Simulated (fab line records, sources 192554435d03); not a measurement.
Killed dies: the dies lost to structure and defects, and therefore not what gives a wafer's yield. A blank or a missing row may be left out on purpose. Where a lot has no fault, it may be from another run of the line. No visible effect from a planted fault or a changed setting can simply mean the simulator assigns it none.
Split-lot study ; flow n5-finfet ; 39 wafers read across 7 lots, on a route 1938 steps long

ON THE SPLIT
At N5_SD_EPI_N_ETCH_16 (etches SiO2 in CHF3/O2, target depth 5 nm), the setting target-depth-a was moved away from the recipe's 50 angstrom on 15 of the 39 wafers read, by -26.1% to +47.7%. The other wafers ran this setting at the recipe's value.

The reading comes from the split's own step.

THE READING
etch.depth-nm (the simulator's own value, which no gauge read), in nm, at N5_SD_EPI_N_ETCH_16 (etches SiO2 in CHF3/O2, target depth 5 nm). There is no usual value for it anywhere in the file. Across the 24 wafers here that went through the recipe, the average is 5.032 nm and the standard deviation 0.052 nm.

wafer;tool, chamber at the split;target-depth-a as run, angstrom;against the recipe;etch.depth-nm, nm;against lot-mates on the recipe
L076.1;rie-diel-06, 2;41.01;-18.0%;4.073;-0.920
L076.2;rie-diel-06, 0;50;recipe;5.009;-
L076.3;rie-diel-06, 1;50;recipe;5.013;-
L076.4;rie-diel-06, 3;41.01;-18.0%;4.149;-0.844
L076.5;rie-diel-06, 2;50;recipe;4.957;-
L076.6;rie-diel-06, 3;41.01;-18.0%;4.145;-0.848
L077.1;rie-diel-05, 2;50;recipe;5.039;-
L077.2;rie-diel-05, 0;50;recipe;5.155;-
L077.3;rie-diel-05, 1;50;recipe;5.079;-
L077.4;rie-diel-05, 3;50;recipe;5.058;-
L077.5;rie-diel-05, 3;50;recipe;5.054;-
L077.6;rie-diel-05, 2;50;recipe;5.048;-
L082.1;rie-diel-05, 2;50;recipe;4.99;-
L082.2;rie-diel-05, 3;50;recipe;5.016;-
L082.3;rie-diel-05, 0;72.34;+44.7%;7.49;+2.502
L082.4;rie-diel-05, 1;72.34;+44.7%;7.395;+2.407
L082.5;rie-diel-05, 2;50;recipe;4.958;-
L082.6;rie-diel-05, 1;72.34;+44.7%;7.425;+2.437
L091.1;rie-diel-05, 1;50;recipe;5.078;-
L091.2;rie-diel-05, 3;50;recipe;5.013;-
L091.3;rie-diel-05, 0;37.76;-24.5%;3.898;-1.149
L091.4;rie-diel-05, 2;50;recipe;5.05;-
L091.5;rie-diel-05, 2;37.76;-24.5%;3.768;-1.279
L091.6;rie-diel-05, 1;37.76;-24.5%;3.818;-1.229
L092.1;rie-diel-05, 1;50;recipe;5.129;-
L092.2;rie-diel-05, 3;50;recipe;5.074;-
L092.3;rie-diel-05, 2;50;recipe;5.029;-
L092.4;rie-diel-05, 0;36.94;-26.1%;3.869;-1.208
L092.5;rie-diel-05, 0;36.94;-26.1%;3.875;-1.202
L092.6;rie-diel-05, 3;36.94;-26.1%;3.722;-1.355
L093.2;rie-diel-06, 3;50;recipe;5.068;-
L093.3;rie-diel-06, 1;50;recipe;4.994;-
L093.6;rie-diel-06, 1;50;recipe;5.007;-
L095.1;rie-diel-06, 1;73.86;+47.7%;7.429;+2.446
L095.2;rie-diel-06, 2;50;recipe;4.97;-
L095.3;rie-diel-06, 3;50;recipe;5.053;-
L095.4;rie-diel-06, 0;73.86;+47.7%;7.243;+2.260
L095.5;rie-diel-06, 3;73.86;+47.7%;7.5;+2.517
L095.6;rie-diel-06, 2;50;recipe;4.925;-

FIT RESULTS
A straight line over all 39 wafers: etch.depth-nm changes by +0.0505 nm for each +1% of target-depth-a; r = +1.00; the points scatter about the line by 0.079 nm.
The same after taking each lot's own level away (the mean of its wafers on the recipe; 39 wafers): +0.0514 nm for each +1%; r = +1.00; scatter 0.072 nm.
Per that fit: largest target-depth-a move, reading shift of 2.5 nm.
Across the lots, their own levels run from 4.9827 to 5.0773 nm, a range of 1.8 times the standard deviation given above.
Hence the lot-to-lot level has little effect on the slope; both slopes agree.
Check: with one of the wafers moved furthest among these (+47.7%) left out of the fit, the line predicts +2.48 nm for it against its lot-mates. It came out at +2.45 nm against them.

OTHER SPLITS ON THESE WAFERS
Note: prior to the reading, these wafers also went through further splits. Each is held against what the fit with the lots' levels taken away leaves over:
other split on the same wafers;wafers away from the commonest value;r with etch.depth-nm (lot level and that fit taken away)
N5_FIN_SAQP_ALD_61 ald-cycles;15;-0.03

THE FILE'S OWN FIT
etch.depth-nm changes by +0.0515 nm for each +1% of target-depth-a, r = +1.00.
